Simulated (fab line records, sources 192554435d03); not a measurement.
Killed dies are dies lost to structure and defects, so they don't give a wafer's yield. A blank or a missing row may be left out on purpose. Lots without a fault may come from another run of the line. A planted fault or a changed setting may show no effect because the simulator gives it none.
fab line records | flow n5_finfet
record lots=5 wafers=15 last_day=17
route steps=1938 shown SD_EPI_P@308 SD_ACTIVATION@330 ILD0@335 SDB@347 BEOL_M4@1111 PASSIVATION@1936
lots that met no fault: from a run of the same line without faults
start_h: hours from the record's first day to the start of the lot's first wafer shown | wait_h: hours since the lot's step before | " the same as in the row above | L1.1+2: a row that stands for several wafers | - no value, or no start given | * or withheld: withheld | < > ~ a bound
route shown NAME@n: a module of which the file shows steps, and the number in the route of the first | usual: mean/standard deviation of fault-free wafers | same: alike in all rows | chamber/n: place in a boat | sites: the reading at each site | _std_site: their standard deviation | _edge_site: outer sites' mean less inner sites' | radius_mm: how far each site lies from the wafer's centre | mask NAME#n: copy n | behind: the tool/chamber that last shaped the wafer | hold: why the lot was held/for how many hours/how that ended | device: the transistor (n, p or np) that didn't switch | end of line: the same wafers' tests at the end of the route | a step without rows: its recipe alone | killed: dies lost to structure and defects at the first sort, not the wafer's yield | map: a wafer's dies, x killed, . not, _ none there
set.NAME: the setting as run; set.NAME@STEP: as run at that earlier step | model.NAME: the simulator's own value behind a step, which no gauge read
lots at some steps of the route; a table a step, a row a wafer
services: from which hour (start_h, from the record's first day; less than 0 if before it) a tool's chamber was out of use, for how many hours, and why
## steps
# step N5_SD_EPI_P_ETCH_37
# recipe chemistry=N2/H2 target=SOC overetch_a=1080 mask_material=SiARC temp_c=40 ion_energy_ev=100 source_w=3000 bias_w=133 pressure_mtorr=20 time_s=486 n2_flow_sccm=200 h2_flow_sccm=200 ends=end_point
# step N5_SD_EPI_P_STRIP_38
# recipe chemistry=N2/H2 temp_c=40 n2_flow_sccm=200 h2_flow_sccm=200 rf_frequency_hz=6e+07
# step N5_SD_EPI_P_ETCHBACK_46
# recipe chemistry=CH3F/O2 mode=anisotropic_etchback target=SiNx target_depth_a=175 stop_on=SiO2 over_etch_frac=0.3 ion_energy_ev=120 pressure_mtorr=30 source_w=395 bias_w=73 Ar_flow_sccm=150 CH3F_flow_sccm=30 O2_flow_sccm=20
# step N5_SD_EPI_P_ETCH_47
# recipe chemistry=CH3F/O2 target=SiOCN target_depth_a=250 mask_material=SOC ion_energy_ev=60 bias_w=29 pressure_mtorr=30 source_w=410 Ar_flow_sccm=150 CH3F_flow_sccm=30 O2_flow_sccm=20
# step N5_SD_EPI_P_ETCH_16
# recipe chemistry=CHF3/O2 target=SiO2 target_depth_a=50 mask_material=SOC pressure_mtorr=30 source_w=650 bias_w=170 Ar_flow_sccm=200 CHF3_flow_sccm=50 O2_flow_sccm=5 ion_energy_ev=200
# step N5_SD_EPI_P_STRIP_50
# recipe chemistry=CHF3/O2 resist=SiARC rf_frequency_hz=6e+07
# step N5_SD_EPI_P_SD_RECESS_17
# recipe chemistry=HBr/Cl2/O2 target_depth_a=391 bt_time_s=3 pressure_mtorr=10 icp_w=800 bias_w=112 HBr_flow_sccm=150 Cl2_flow_sccm=80 O2_flow_sccm=12
# step N5_SD_EPI_P_WET_ETCH_45
# recipe chemistry=dHF dilution=withheld time_s=10.7 target=SiO2 target_depth_a=20 temp_c=25 dry=ipa_marangoni rinse_time_s=30 rinse_temp_c=23
# step N5_SD_EPI_P_STRIP_40
# recipe chemistry=N2/H2 power_w=1000 temp_c=250 h2_frac=0.65 overash_fraction=0.3 pressure_mtorr=withheld n2_flow_sccm=1750 h2_flow_sccm=3250
# step N5_SD_EPI_P_PRECLEAN_52
# recipe chemistry=O3/DIW time_s=60 temp_c=22 o3_ppm=10
# step N5_SD_EPI_P_SRD_20
# recipe dry=ipa_marangoni do_ppb=5 time_s=30 temp_c=23 rinse_liquid=diw
# step N5_SD_EPI_P_PRECLEAN_51
# recipe chemistry=NF3:NH3 afs_cycles=1 temp_c=30 time_s=20 sublimation_temp_c=180 sublimation_time_s=60 pressure_torr=3 rf_power_w=30
# step N5_SD_EPI_P_VAPOR_ETCH_44
# recipe chemistry=NF3/Ar target=SiGe30 temp_c=25 time_s=3.3 mode=isotropic
# usual susceptor_temp_C=25.03/0.1 time_s=3.3/0
# columns lot.wafer tool chamber start_h wait_h susceptor_temp_C time_s
L456.3 epi_rpcvd-03 - 137.30 0.1 - -
L456.5 " - " " - -
L456.6 " - " " - -
L457.1 epi_rpcvd-03 - 143.92 0.1 - -
L457.2 " - " " - -
L457.4 " - " " - -
L458.2 epi_rpcvd-02 - 149.99 0.1 - -
L458.3 " - " " - -
L458.4 " - " " - -
L461.2 epi_rpcvd-02 0 166.79 0.1 25.24 3.3
L461.4 " 0 " " 25.04 3.3
L461.6 " 0 " " 25.08 3.3
L462.2 epi_rpcvd-01 0 176.61 0.3 25.12 3.3
L462.5 " 0 " " 25.03 3.3
L462.6 " 0 " " 25.15 3.3
# step N5_SD_EPI_P_EPI_21
# recipe material=SiGe:B dopant=B temp_c=550 pressure_torr=20 ambient=H2 time_s=355
# step N5_SD_EPI_P_HM_STRIP_48
# recipe chemistry=H3PO4 temp_c=160 material=SiNx target=SiNx target_depth_a=30 overetch_fraction=0.3
# step N5_SD_EPI_P_SRD_49
# recipe dry=ipa_marangoni time_s=30 temp_c=23 rinse_liquid=diw
# step N5_SD_EPI_P_PRECLEAN_24
# recipe chemistry=O3/DIW time_s=45 temp_c=22 o3_ppm=10
# step N5_SD_EPI_P_PRECLEAN_32
# recipe chemistry=dHF time_s=10 dilution=500:1 temp_c=25
# step N5_SD_EPI_P_PRECLEAN_33
# recipe chemistry=SC2 time_s=45 temp_c=35 mix=1:1:50
# step N5_SD_EPI_P_SRD_25
# recipe time_s=30 temp_c=23 rinse_liquid=diw dry=ipa_marangoni
# step N5_SD_ACTIVATION_RTA_00
# recipe temp_c=975 time_s=0 ambient=N2 idle_temp_c=600 ramp_up_c_per_s=150 ramp_down_c_per_s=60 cool_to_c=600
# step N5_SD_ACTIVATION_LSA_01
# recipe temp_c=1080 time_s=0.0008 ambient=N2
# step N5_ILD0_LINER_00
# recipe material=SiNx target_thk_a=40 temp_c=400 ald_precursor_family=SiH2I2 ald_co_reactant=N2/H2-plasma pulse_time_s=1 purge_time_s=2 co_reactant_purge_time_s=2 ald_cycles=80 pressure_torr=2
# step N5_ILD0_FCVD_FILL_01
# recipe material=SiO2_flowable target_thk_a=2000 temp_c=100 pressure_torr=0.8 rf_w=2000 time_s=328.3
# step N5_ILD0_CURE_02
# recipe temp_c=450 time_s=1800 ambient=steam idle_temp_c=400 ramp_up_c_per_min=5 ramp_down_c_per_min=3 densification_p_h2o_torr=640
# step N5_ILD0_CMP_03
# recipe stop_on=SiNx t_overpolish_s=1.9 post_cmp_clean=alkaline_brush down_force_psi=4.1491 platen_rpm=51.796 pad_velocity_m_s=1.0306 target_thk_nm=197.38
# step N5_ILD0_CMP_07
# recipe stop_on=poly-Si material=SiO2_flowable t_overpolish_s=1.18 post_cmp_clean=alkaline_brush down_force_psi=4.1491 platen_rpm=51.796 pad_velocity_m_s=1.0306 target_thk_nm=138.88
# step N5_ILD0_PRECLEAN_10
# recipe chemistry=NF3:NH3 afs_cycles=5 time_s=20 temp_c=30 sublimation_temp_c=180 sublimation_time_s=60 pressure_torr=3 rf_power_w=30
# step N5_ILD0_ALD_15
# recipe material=SiNx target_thk_a=240 temp_c=400 ald_precursor_family=SiH2I2 ald_co_reactant=N2/H2-plasma pulse_time_s=1 ald_cycles=480 purge_time_s=2 co_reactant_purge_time_s=2 pressure_torr=2
# step N5_ILD0_CMP_12
# recipe stop_on=poly-Si material=SiNx t_overpolish_s=6 post_cmp_clean=alkaline_brush down_force_psi=2.5 platen_rpm=51.8 pad_velocity_m_s=1.0307 target_thk_nm=17.67
# step N5_SDB_HM_DEP_00
# recipe material=SiNx target_thk_a=400 temp_c=400 precursor=SiH4/NH3/N2 pressure_torr=1.5 rf_w=300 time_s=35.3
# step N5_SDB_COAT_03
# recipe resist=SOC temp_c=250 time_s=60 spin_rpm=1500 resist_thk_nm=100
# step N5_SDB_COAT_04
# recipe resist=SiARC temp_c=220 time_s=60 spin_rpm=1500 resist_thk_nm=18
# step N5_BEOL_M4_RC_MEAS_101
# usual CJ_P=5.81/0.16 DIBL_N=37.2/1.9 DIBL_P=37.3/2.2 IOFF_N=0.18/0.038 IOFF_P=0.22/0.039 IOFF_P_85C=3.8/0.58 IOFF_P_LIN=0.102/0.014 ION_N=678/11 ION_P=462/6.9 REXT_P=100.5/2.9 SS_N=71.8/0.68 SS_P=73.5/0.65 VT_N=249/3.4 VT_P=-250/3.2 VT_P_LVT=-99/3
# columns lot.wafer tool chamber start_h wait_h CJ_P DIBL_N[mV/V] DIBL_P[mV/V] IOFF_N[nA/um] IOFF_P[nA/um] IOFF_P_85C[nA/um] IOFF_P_LIN[nA/um] ION_N[uA/um] ION_P[uA/um] REXT_P[ohm.um] SS_N[mV/dec] SS_P[mV/dec] VT_N[mV] VT_P[mV] VT_P_LVT[mV]
L457.1 prober-01 0 259.16 0.0 4.77 38.2 27.2 0.18 0.04 0.8 0.022 693 296 286.6 71.9 72.3 248 -291 -138
L457.2 " 0 " " 4.57 34.9 23.1 0.13 0.03 0.6 0.018 656 283 287.7 71.1 70.9 253 -294 -143
L457.4 " 0 " " 4.71 38.1 26.2 0.17 0.03 0.8 0.021 677 292 288.1 71.7 72.4 250 -291 -140
L456.3 prober-01 0 264.65 0.3 4.31 37.4 23.5 0.16 0.03 0.7 0.019 667 288 299.0 71.7 70.7 249 -291 -141
L456.5 " 0 " " 4.40 36.1 21.9 0.13 0.02 0.6 0.017 664 289 292.5 71.0 70.4 253 -293 -142
L456.6 " 0 " " 4.17 40.0 26.6 0.21 0.04 0.8 0.022 673 294 293.1 72.0 72.1 247 -286 -136
L458.2 prober-01 0 267.36 0.2 4.57 37.0 27.4 0.20 0.03 0.8 0.020 678 289 301.0 72.6 71.7 248 -294 -140
L458.3 " 0 " " 4.04 33.4 24.3 0.14 0.03 0.6 0.017 666 286 297.9 71.2 70.6 252 -295 -143
L458.4 " 0 " " 4.37 37.0 28.6 0.21 0.03 0.8 0.021 686 291 299.4 72.8 71.9 247 -292 -140
L461.2 prober-01 0 292.00 0.2 5.43 38.9 37.9 0.20 0.25 4.2 0.114 681 466 99.8 72.5 74.5 244 -248 -97
L461.4 " 0 " " 5.82 36.6 35.6 0.17 0.23 4.0 0.110 688 471 97.6 71.8 73.7 245 -247 -96
L461.6 " 0 " " 5.63 41.0 39.5 0.25 0.30 4.8 0.127 685 468 98.8 73.0 74.8 242 -246 -94
L462.2 prober-02 0 292.70 0.4 5.78 37.0 36.1 0.20 0.24 4.2 0.113 684 464 101.4 71.5 73.5 245 -246 -96
L462.5 " 0 " " 5.78 39.4 39.7 0.25 0.32 5.2 0.137 688 471 99.9 72.3 74.0 243 -245 -92
L462.6 " 0 " " 5.86 35.8 33.6 0.16 0.20 3.6 0.100 689 469 99.9 71.1 72.8 248 -249 -98
# step N5_PASSIVATION_PROBE_49
# usual defect_limited_yield=91.2/1.6 killed_at_M0_to_M3=31/10 killed_at_M4_up=14/4.4 killed_at_contacts=13/6 killed_at_front_end=43/13 killed_at_other=3.5/2.6 killed_dies=104/18 killed_open=68/14 killed_short=34/8.1 sort_bin_4_leakage=0.01/0.073 sort_bin_5_function=5.1/1.1 sort_bin_6_memory=3.3/0.68 sort_bin_8_speed=0.00/0.0071 sort_n_pass=1076/18 sort_yield_pct=91.2/1.6
# same gross_dies=1180 killed_at_back_side=0
# columns lot.wafer tool chamber start_h wait_h defect_limited_yield[%] killed_at_M0_to_M3 killed_at_M4_up killed_at_contacts killed_at_front_end killed_at_other killed_dies killed_open killed_short sort_bin_4_leakage[%] sort_bin_5_function[%] sort_bin_6_memory[%] sort_bin_8_speed[%] sort_n_pass sort_yield_pct[%]
L457.1 prober-02 - 354.37 0.0 91.4 30 12 13 42 5 102 78 23 0 5.3 3.1 91.36 0 0
L457.2 prober-02 - 354.42 0.1 89.7 41 18 29 31 3 122 86 33 0 6.6 3.3 89.66 0 0
L457.4 prober-02 - 354.52 0.2 91.4 22 15 24 38 2 101 68 33 0 5.9 2.5 91.44 0 0
L456.3 prober-01 - 368.18 0.1 90.9 19 18 17 49 4 107 72 35 0 5.8 3.0 90.93 0 0
L456.5 prober-01 - 368.28 0.2 90.9 26 18 15 48 0 107 79 27 0 4.6 4.4 90.93 0 0
L456.6 prober-01 - 368.33 0.3 91.1 27 27 11 38 2 105 66 39 0 5.2 3.6 91.10 0 0
L458.2 prober-01 - 382.08 0.1 89.6 27 17 14 64 1 123 89 34 0 6.4 3.8 89.58 0 0
L458.3 prober-01 - 382.13 0.1 87.8 45 14 24 59 2 144 102 41 0 7.1 5.1 87.80 0 0
L458.4 prober-01 - 382.18 0.2 88.9 40 12 17 59 3 131 89 42 0 6.7 4.1 88.90 0 0
L461.2 prober-01 - 401.04 0.1 93.2 11 7 6 51 5 80 51 29 0 4.2 2.3 0 1100 93.2
L461.4 prober-01 - 401.14 0.2 91.4 16 12 13 58 3 102 59 36 0 5.3 2.4 0 1078 91.4
L461.6 prober-01 - 401.24 0.3 92.3 29 11 7 38 6 91 56 28 0.08 3.8 3.0 0 1088 92.2
L462.2 prober-01 - 406.24 0.6 90.6 33 12 12 47 7 111 78 32 0 6.0 3.2 0 1069 90.6
L462.5 prober-01 - 406.39 0.7 93.1 16 24 7 33 2 82 57 24 0 3.6 3.1 0 1098 93.1
L462.6 prober-01 - 406.44 0.8 92.0 34 9 18 30 3 94 67 26 0 5.3 2.4 0 1086 92.0
# killed by level:class
L457.1 MOL_CONTACT_COAG:geometric_particle:open=12 DUMMY_GATE:geometric_particle:open=11 BEOL_M2:geometric_particle:open=11 GATE_CUT:geometric_particle:open=8 BEOL_M0_SAQP:geometric_particle:open=6 BEOL_M0_SAQP:geometric_particle:short=6 BEOL_M4:geometric_particle:open=6 GATE_CUT:geometric_particle:short=5
L457.2 MOL_CONTACT_COAG:geometric_particle:open=24 BEOL_M2:geometric_particle:open=16 BEOL_M0_SAQP:geometric_particle:open=10 DUMMY_GATE:geometric_particle:open=6 BEOL_M0_SAQP:geometric_particle:short=6 BEOL_M4:geometric_particle:open=6 STARTING-WAFER:geometric_particle:short=6 STI_FIN_REVEAL:geometric_particle:open=5
L457.4 MOL_CONTACT_COAG:geometric_particle:open=20 STI_FIN_REVEAL:geometric_particle:open=9 DUMMY_GATE:geometric_particle:open=7 FIN_SAQP:geometric_particle:short=6 BEOL_M0_SAQP:geometric_particle:open=6 BEOL_M4:geometric_particle:open=6 MOL_CONTACT_COAG:geometric_particle:short=4 BEOL_M1:geometric_particle:short=4
L456.3 MOL_CONTACT_COAG:geometric_particle:open=14 STI_FIN_REVEAL:geometric_particle:open=10 DUMMY_GATE:geometric_particle:open=8 BEOL_M4:geometric_particle:open=6 BEOL_M2:geometric_particle:open=5 BEOL_M6:geometric_particle:open=5 FIN_SAQP:geometric_particle:open=4 ILD0:geometric_particle:open=4
L456.5 MOL_CONTACT_COAG:geometric_particle:open=14 STI_FIN_REVEAL:geometric_particle:open=11 DUMMY_GATE:geometric_particle:open=11 BEOL_M0_SAQP:geometric_particle:open=11 BEOL_M4:geometric_particle:open=8 STI_FIN_REVEAL:geometric_particle:short=5 DUMMY_GATE:geometric_particle:short=4 GATE_CUT:geometric_particle:open=4
L456.6 FIN_SAQP:geometric_particle:short=12 MOL_CONTACT_COAG:geometric_particle:open=10 BEOL_M0_SAQP:geometric_particle:open=10 BEOL_M4:geometric_particle:open=10 BEOL_M4:geometric_particle:short=6 FIN_SAQP:geometric_particle:open=5 BEOL_M0_SAQP:geometric_particle:short=5 STARTING-WAFER:geometric_particle:short=4
L458.2 STI_FIN_REVEAL:geometric_particle:open=24 MOL_CONTACT_COAG:geometric_particle:open=9 BEOL_M2:geometric_particle:open=9 FIN_SAQP:geometric_particle:open=7 ILD0:geometric_particle:short=7 BEOL_M5:geometric_particle:open=6 STI_FIN_REVEAL:geometric_particle:short=5 DUMMY_GATE:geometric_particle:open=5
L458.3 MOL_CONTACT_COAG:geometric_particle:open=20 BEOL_M2:geometric_particle:open=13 FIN_SAQP:geometric_particle:open=12 BEOL_M0_SAQP:geometric_particle:short=11 DUMMY_GATE:geometric_particle:open=10 STI_FIN_REVEAL:geometric_particle:open=8 BEOL_M3:geometric_particle:open=6 GATE_CUT:geometric_particle:short=5
L458.4 FIN_SAQP:geometric_particle:open=14 MOL_CONTACT_COAG:geometric_particle:open=12 STI_FIN_REVEAL:geometric_particle:open=11 BEOL_M2:geometric_particle:open=8 BEOL_M1:geometric_particle:open=8 FIN_SAQP:geometric_particle:short=6 BEOL_M0_SAQP:geometric_particle:short=6 BEOL_M0:geometric_particle:open=6
L461.2 FIN_SAQP:geometric_particle:short=17 FIN_SAQP:geometric_particle:open=12 MOL_CONTACT_COAG:geometric_particle:open=6 BEOL_M0_SAQP:geometric_particle:open=5 DUMMY_GATE:geometric_particle:open=4 GATE_CUT:geometric_particle:open=4 BEOL_M4:geometric_particle:open=3 GATE_CUT:geometric_particle:short=3
L461.4 FIN_SAQP:geometric_particle:open=15 FIN_SAQP:geometric_particle:short=11 MOL_CONTACT_COAG:geometric_particle:open=9 STI_FIN_REVEAL:geometric_particle:open=7 HKMG_FIN:area_etch=7 GATE_CUT:geometric_particle:short=5 BEOL_M0_SAQP:geometric_particle:open=5 MOL_CONTACT_COAG:geometric_particle:short=4
L461.6 BEOL_M0_SAQP:geometric_particle:open=9 FIN_SAQP:geometric_particle:open=6 BEOL_M1:geometric_particle:open=6 HKMG_FIN:area_etch=6 BEOL_M0_SAQP:geometric_particle:short=5 BEOL_M4:geometric_particle:open=5 FIN_SAQP:geometric_particle:short=4 STI_FIN_REVEAL:geometric_particle:open=4
L462.2 FIN_SAQP:geometric_particle:open=16 MOL_CONTACT_COAG:geometric_particle:open=10 BEOL_M1:geometric_particle:open=8 BEOL_M4:geometric_particle:open=8 BEOL_M0_SAQP:geometric_particle:open=7 BEOL_M0_SAQP:geometric_particle:short=6 FIN_SAQP:geometric_particle:short=5 STI_FIN_REVEAL:geometric_particle:open=5
L462.5 BEOL_M4:geometric_particle:open=9 FIN_SAQP:geometric_particle:open=7 MOL_CONTACT_COAG:geometric_particle:open=7 FIN_SAQP:geometric_particle:short=5 BEOL_M5:geometric_particle:open=5 BEOL_M8:geometric_particle:open=5 STI_FIN_REVEAL:geometric_particle:open=4 DUMMY_GATE:geometric_particle:open=4
L462.6 MOL_CONTACT_COAG:geometric_particle:open=16 BEOL_M0_SAQP:geometric_particle:open=9 BEOL_M1:geometric_particle:open=9 FIN_SAQP:geometric_particle:open=8 BEOL_M0_SAQP:geometric_particle:short=8 BEOL_M2:geometric_particle:open=7 FIN_SAQP:geometric_particle:short=5 STI_FIN_REVEAL:geometric_particle:open=5
# map L456.3 (x killed, . not)
_________________............________________
______________...x...x...x.....x_____________
___________x........x....x.........__________
__________xxx.........x.....x......x_________
________x............................._______
_______...x..................xx..x....x______
______.x.x..............x..x.....x...xxx_____
_____.x........x...........x.........xx..____
____........................x...x.........___
___.........................x..............__
___...x..................x.................__
__.x.............................x...x.x..x._
__...x...x.....x.................x...x.....x_
_...............x..x..x...x....x..x..........
_.....x......................................
_...........x.....................x........x.
_..................x...................x....x
_..........x................x...............x
_.................x...........x..............
_..x............x...........x............x...
_.........xx............x...........x........
__.........................................._
__..x............................x..xx..x..._
___......................x..x..............__
___.......x.x..........x..................x__
____......x........x..............x.......___
_____x...xx.....x.x.x.......x............____
______.....x...x........................_____
_______...........x................x...______
________..........................x..._______
__________.xx........x.......x......_________
___________..................x.....__________
______________....x........x...._____________
_________________............________________
# map L457.2 (x killed, . not)
_________________xxx..x......________________
______________.....x.........x.._____________
___________..x.....................__________
__________..x.....x.x..x....x......x_________
________x......x......................_______
_______......x..x.........x......xxx...______
______x........x.....x..x........x......_____
_____.........x.....x....................____
____.............x...................x....___
___........x...............x...............__
___........x.....................x.....x...__
__.................x...xx..............x...._
__...x...x....x....x........x.x............x_
_.......x..........x.........................
_.........................x..................
_...........x.....x..............x.....x..x..
_......x...................x..xx..........x..
_.......................x...x......x.xx......
_......xx................x.....x......x......
_x...x...........................x...........
_..........x..........x......................
__.......x.x....xx.x..................x....._
__.............x..x...x....x................_
___...........x....x..........xx........x..__
___xx.x............x................x......__
____..........x................x...x......___
_____..............x.....................____
______...xxx...x.x..x..................._____
_______...xxx...x........x........xx...______
________.....x........................_______
__________.....x....x..............x_________
___________............xx....x..x..__________
______________.......x......x..x_____________
_________________............________________
## services
# columns tool chamber start_h hours kind
epi_rpcvd-02 - 173.20 1.4 repair
## key
first_sign step=N5_SD_EPI_P_VAPOR_ETCH_44 reading=tool_record direction=missing
effect step=N5_BEOL_M4_RC_MEAS_101 reading=REXT_P direction=up sigmas=66 usual=100.5 struck=293.9
effect step=N5_BEOL_M4_RC_MEAS_101 reading=ION_P direction=down sigmas=25 usual=462 struck=290
effect step=N5_BEOL_M4_RC_MEAS_101 reading=VT_P_LVT direction=down sigmas=14 usual=-99 struck=-140
effect step=N5_BEOL_M4_RC_MEAS_101 reading=VT_P direction=down sigmas=13 usual=-250 struck=-292
effect step=N5_BEOL_M4_RC_MEAS_101 reading=CJ_P direction=down sigmas=8.8 usual=5.81 struck=4.44
effect step=N5_BEOL_M4_RC_MEAS_101 reading=IOFF_P_LIN direction=down sigmas=5.8 usual=0.102 struck=0.020
effect step=N5_BEOL_M4_RC_MEAS_101 reading=DIBL_P direction=down sigmas=5.4 usual=37.3 struck=25.4
effect step=N5_BEOL_M4_RC_MEAS_101 reading=IOFF_P_85C direction=down sigmas=5.2 usual=3.8 struck=0.7
effect step=N5_BEOL_M4_RC_MEAS_101 reading=IOFF_P direction=down sigmas=4.8 usual=0.22 struck=0.03
effect step=N5_BEOL_M4_RC_MEAS_101 reading=SS_P direction=down sigmas=3.2 usual=73.5 struck=71.4
effect step=N5_PASSIVATION_PROBE_49 reading=sort_bin_8_speed direction=up sigmas=99+ usual=0.00 struck=90.19
met_at N5_SD_EPI_P_VAPOR_ETCH_44
struck_wafers L456.3,L456.5,L456.6,L457.1,L457.2,L457.4,L458.2,L458.3,L458.4
fault kind=skipped_step_whole tool=epi_rpcvd-02,epi_rpcvd-03 chamber=- onset_h=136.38 steps=N5_SD_EPI_P_VAPOR_ETCH_44 scope=struck_lots_only
